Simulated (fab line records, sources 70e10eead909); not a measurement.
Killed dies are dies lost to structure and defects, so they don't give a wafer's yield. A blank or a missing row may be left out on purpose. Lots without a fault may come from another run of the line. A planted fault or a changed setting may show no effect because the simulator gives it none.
fab line records | flow nand_harc | part 2 of 2: steps 5 to 6 of 6
record lots=23 wafers=69 last_day=33
route steps=1302 shown A_ONON_D1@431 A_CHANNEL_HOLE_D1@468 A_CHANNEL_FILL_D1@509
lots that met no fault: from a run of the same line without faults
start_h: hours from the record's first day to the start of the lot's first wafer shown | wait_h: hours since the lot's step before | " the same as in the row above | L1.1+2: a row that stands for several wafers | - no value, or no start given | * or withheld: withheld | < > ~ a bound
route shown NAME@n: a module of which the file shows steps, and the number in the route of the first | usual: mean/standard deviation of fault-free wafers | same: alike in all rows | chamber/n: place in a boat | sites: the reading at each site | _std_site: their standard deviation | _edge_site: outer sites' mean less inner sites' | radius_mm: how far each site lies from the wafer's centre | mask NAME#n: copy n | behind: the tool/chamber that last shaped the wafer | hold: why the lot was held/for how many hours/how that ended | device: the transistor (n, p or np) that didn't switch | end of line: the same wafers' tests at the end of the route | a step without rows: its recipe alone | killed: dies lost to structure and defects at the first sort, not the wafer's yield | map: a wafer's dies, x killed, . not, _ none there
set.NAME: the setting as run; set.NAME@STEP: as run at that earlier step | model.NAME: the simulator's own value behind a step, which no gauge read
steps of the route over a sample of lots; a table a step, a row a wafer
services: from which hour (start_h, from the record's first day; less than 0 if before it) a tool's chamber was out of use, for how many hours, and why
## steps
# step NHARC_A_CHANNEL_HOLE_D1_CD_MEAS_30
# usual cd_nm=90.1/0.87
# columns lot.wafer tool chamber start_h wait_h cd_nm
L074.1 cd_sem-02 - 187.77 0.1 90.1
L074.3 " - " " 89.1
L074.4 " - " " 88.5
L075.3 cd_sem-01 - 210.95 - 90.6
L075.4 " - " " 90.4
L075.6 " - " " 90.7
L077.1 cd_sem-02 - 215.03 - 89.7
L077.2 " - " " 90.4
L077.5 " - " " 89.2
L076.1 cd_sem-03 - 215.14 - 90.3
L076.2 " - " " 91.2
L076.3 " - " " 91.2
L078.2 cd_sem-03 - 234.56 - 89.8
L078.3 " - " " 89.2
L078.6 " - " " 89.5
L079.2 cd_sem-01 - 234.76 - 90.6
L079.3 " - " " 91.3
L079.5 " - " " 91.7
L080.1 cd_sem-02 - 248.29 - 90.3
L080.3 " - " " 89.8
L080.6 " - " " 89.5
L081.1 cd_sem-02 - 254.88 - 89.2
L081.3 " - " " 90.6
L081.5 " - " " 92.3
L082.1 cd_sem-03 - 275.06 - 89.9
L082.4 " - " " 90.2
L082.5 " - " " 89.3
L083.2 cd_sem-01 - 275.96 - 89.6
L083.4 " - " " 89.0
L083.5 " - " " 91.3
L085.2 cd_sem-03 - 296.82 - 90.6
L085.3 " - " " 89.3
L085.4 " - " " 91.2
L084.1 cd_sem-03 - 301.22 - 90.2
L084.3 " - " " 89.8
L084.4 " - " " 90.6
L086.1 cd_sem-01 - 333.38 - 89.0
L086.4 " - " " 88.9
L086.5 " - " " 89.2
L089.2 cd_sem-02 - 337.19 - 91.2
L089.5 " - " " 90.8
L089.6 " - " " 90.0
L087.1 cd_sem-01 - 345.27 - 90.0
L087.2 " - " " 90.7
L087.3 " - " " 89.1
L091.2 cd_sem-02 - 355.45 - 89.8
L091.5 " - " " 90.9
L091.6 " - " " 89.8
L090.1 cd_sem-01 - 356.57 - 88.0
L090.4 " - " " 90.5
L090.5 " - " " 89.6
L092.3 cd_sem-01 - 379.42 - 89.2
L092.5 " - " " 88.8
L092.6 " - " " 90.9
L093.1 cd_sem-02 - 400.12 - 91.2
L093.2 " - " " 89.0
L093.3 " - " " 90.3
L094.1 cd_sem-02 - 403.05 0.1 90.7
L094.2 " - " " 92.3
L094.3 " - " " 89.8
L095.2 cd_sem-02 - 407.43 0.1 90.5
L095.4 " - " " 90.2
L095.5 " - " " 90.3
L096.2 cd_sem-03 - 408.42 0.1 89.8
L096.4 " - " " 89.9
L096.5 " - " " 90.2
L097.1 cd_sem-02 - 417.22 - 90.1
L097.5 " - " " 90.3
L097.6 " - " " 90.4
# step NHARC_A_CHANNEL_FILL_D1_STRIP_29
# recipe time_s=20 o2_flow_sccm=500 ar_flow_sccm=0 bias_w=0 chemistry=O2
# usual drypump_motor_current_A=5.7/0.39 oes_product_au=1.000/0.0082 rf_vpp_V=58.1/0.84 showerhead_plenum_p_Torr=3.63/0.076 throttle_valve_pct=17.035/0.0093
# same bias_w=0
# columns lot.wafer tool chamber start_h wait_h drypump_motor_current_A oes_product_au rf_hours_counter_h rf_vpp_V showerhead_plenum_p_Torr throttle_valve_pct
L074.3 rie_diel-08 3 - - 6.2 0.995 1.7 59.2 3.75 17.039
L074.1 " 1 " " 5.8 0.991 1.4 57.8 3.68 17.031
L074.4 " 2 " " 5.5 0.994 1.8 57.8 3.64 17.055
L076.2 rie_diel-05 2 - - 5.8 1.006 0.5 58.2 3.76 17.048
L076.1 " 0 " " 6.2 1.000 0.8 59.3 3.61 17.027
L076.3 " 1 " " 5.3 0.999 0.8 57.8 3.66 17.024
L075.3 rie_diel-08 3 - - 6.3 0.998 3.4 58.9 3.75 17.031
L075.4 " 0 " " 5.9 1.000 2.7 56.5 3.57 17.061
L075.6 " 3 " " 6.2 0.994 - 57.0 3.75 17.041
L077.1 rie_diel-09 0 - - 5.0 1.010 5.6 57.4 3.62 17.017
L077.2 " 1 " " 6.2 1.000 6.5 57.0 3.58 17.039
L077.5 " 1 " " 6.2 1.010 - 57.1 3.58 17.025
L078.3 rie_diel-08 3 - - 6.2 0.987 4.2 59.2 3.75 17.040
L078.2 " 0 " " 5.9 0.985 3.6 58.2 3.56 17.026
L078.6 " 2 " " 5.5 0.992 - 58.4 3.64 17.025
L079.3 rie_diel-05 3 - - 5.7 1.008 1.5 58.8 3.71 17.021
L079.2 " 0 " " 6.2 1.009 1.9 58.1 3.61 17.043
L079.5 " 3 " " 5.7 0.997 - 60.1 3.70 17.038
L080.1 rie_diel-05 2 - - 5.8 1.001 1.9 56.4 3.76 17.030
L080.3 " 3 " " 5.7 0.993 1.7 58.4 3.70 17.034
L080.6 " 1 " " 5.3 0.988 - 58.3 3.66 17.031
L081.1 rie_diel-05 1 - - 5.3 0.996 3.1 60.2 3.66 17.039
L081.3 " 2 " " 5.8 1.009 2.8 58.9 3.76 17.034
L081.5 " 3 " " 5.7 1.011 - 57.8 3.70 17.026
L082.1 rie_diel-09 1 317.34 0.1 6.2 0.992 9.2 57.9 3.58 17.041
L082.5 " 3 " " 5.8 1.011 - 58.1 3.51 17.024
L082.4 " 1 " " 6.2 1.008 - 57.4 3.58 17.028
L083.4 rie_diel-08 1 - - 5.7 0.994 5.0 58.8 3.68 17.017
L083.2 " 2 " " 5.5 1.004 5.8 58.3 3.64 17.049
L083.5 " 3 " " 6.2 1.006 - 56.7 3.75 17.043
L085.3 rie_diel-09 3 - - 5.9 1.002 0.6 57.5 3.51 17.044
L085.2 " 0 " " 5.1 1.011 0.4 56.8 3.62 17.052
L085.4 " 1 " " 6.2 1.003 0.4 57.3 3.58 17.033
L084.4 rie_diel-08 1 - - 5.7 0.997 6.3 58.2 3.68 17.031
L084.3 " 3 " " 6.3 0.993 6.8 58.0 3.75 17.027
L084.1 " 0 " " 5.9 0.993 6.5 58.5 3.56 17.040
L086.1 rie_diel-09 3 - - 5.8 0.998 3.0 58.8 3.51 17.039
L086.4 " 1 " " 6.2 0.994 2.9 59.5 3.58 17.035
L086.5 " 3 " " 5.9 1.000 - 56.9 3.51 17.035
L089.2 rie_diel-08 2 - - 5.5 0.991 0.0 56.4 3.63 17.026
L089.5 " 1 " " 5.8 0.991 - 57.8 3.68 17.025
L089.6 " 2 " " 5.5 0.994 - 57.5 3.63 17.029
L087.3 rie_diel-09 0 - - 5.0 1.001 3.5 60.1 3.61 17.027
L087.1 " 1 " " 6.2 1.001 3.0 58.0 3.58 17.042
L087.2 " 2 " " 5.2 1.016 2.6 60.1 3.53 17.044
L091.2 rie_diel-05 3 - - 5.7 0.997 7.5 58.7 3.70 17.041
L091.6 " 1 " " 5.3 0.998 - 58.2 3.66 17.020
L091.5 " 2 " " 5.8 1.017 - 59.1 3.75 17.022
L090.1 rie_diel-09 3 - - 5.8 1.003 4.0 57.8 3.51 17.032
L090.4 " 0 " " 5.0 0.998 4.4 58.5 3.61 17.052
L090.5 " 1 " " 6.2 1.002 - 58.3 3.58 17.041
L092.3 rie_diel-08 1 421.61 0.1 5.7 0.994 2.4 58.1 3.68 17.033
L092.6 " 0 " " 5.9 1.007 - 58.3 3.56 17.029
L092.5 " 1 " " 5.7 0.998 - 59.2 3.68 17.029
L093.3 rie_diel-09 1 - - 6.2 0.990 4.9 58.3 3.58 17.030
L093.2 " 3 " " 5.9 1.003 5.8 55.6 3.51 17.037
L093.1 " 0 " " 5.0 1.009 5.8 58.5 3.61 17.038
L094.1 rie_diel-05 1 - - 5.3 1.006 1.0 58.9 3.66 17.029
L094.3 " 2 " " 5.8 1.009 1.1 59.3 3.75 17.027
L094.2 " 3 " " 5.7 1.010 1.3 59.5 3.70 17.037
L096.4 rie_diel-05 1 - - 5.3 1.011 1.0 57.8 3.66 17.019
L096.2 " 3 " " 5.7 0.998 1.3 57.7 3.70 17.024
L096.5 " 0 " " 6.2 1.003 - 58.0 3.61 17.038
L095.4 rie_diel-09 0 - - 5.1 0.994 6.3 57.5 3.61 17.040
L095.2 " 3 " " 5.9 0.985 6.3 56.8 3.51 17.032
L095.5 " 0 " " 5.1 1.003 - 57.9 3.61 17.036
L097.1 rie_diel-08 3 - - 6.2 0.989 5.1 57.0 3.74 17.039
L097.6 " 0 " " 5.9 1.004 - 58.4 3.56 17.028
L097.5 " 1 " " 5.8 0.995 - 58.3 3.68 17.038
## services
# columns tool chamber start_h hours kind
rie_diel-08 1 176.16 3.8 repair
rie_diel-07 2 176.40 1.7 repair
rie_diel-03 1 184.17 8.3 repair
rie_diel-08 - 184.58 0.5 repair
rie_diel-08 - 190.80 9.0 pm
rie_diel-01 - 204.75 9.0 pm
rie_diel-07 2 207.60 7.9 repair
rie_diel-08 1 209.40 4.4 repair
rie_diel-03 0 215.07 5.7 repair
rie_diel-07 2 255.00 1.6 repair
rie_diel-03 0 258.57 36.1 repair
rie_diel-03 1 265.21 2.0 repair
rie_diel-03 - 281.38 9.0 pm
rie_diel-07 - 294.47 9.0 pm
rie_diel-03 0 304.74 13.8 repair
rie_diel-07 - 316.59 0.5 repair
rie_diel-03 0 323.57 3.2 repair
rie_diel-03 0 333.01 3.2 repair
rie_diel-01 2 357.92 4.0 repair
har_etch-02 - 377.14 17.0 pm
rie_diel-01 - 381.75 9.0 pm
rie_diel-07 1 405.40 4.9 repair
rie_diel-01 3 406.68 5.1 repair
rie_diel-03 - 458.38 9.0 pm
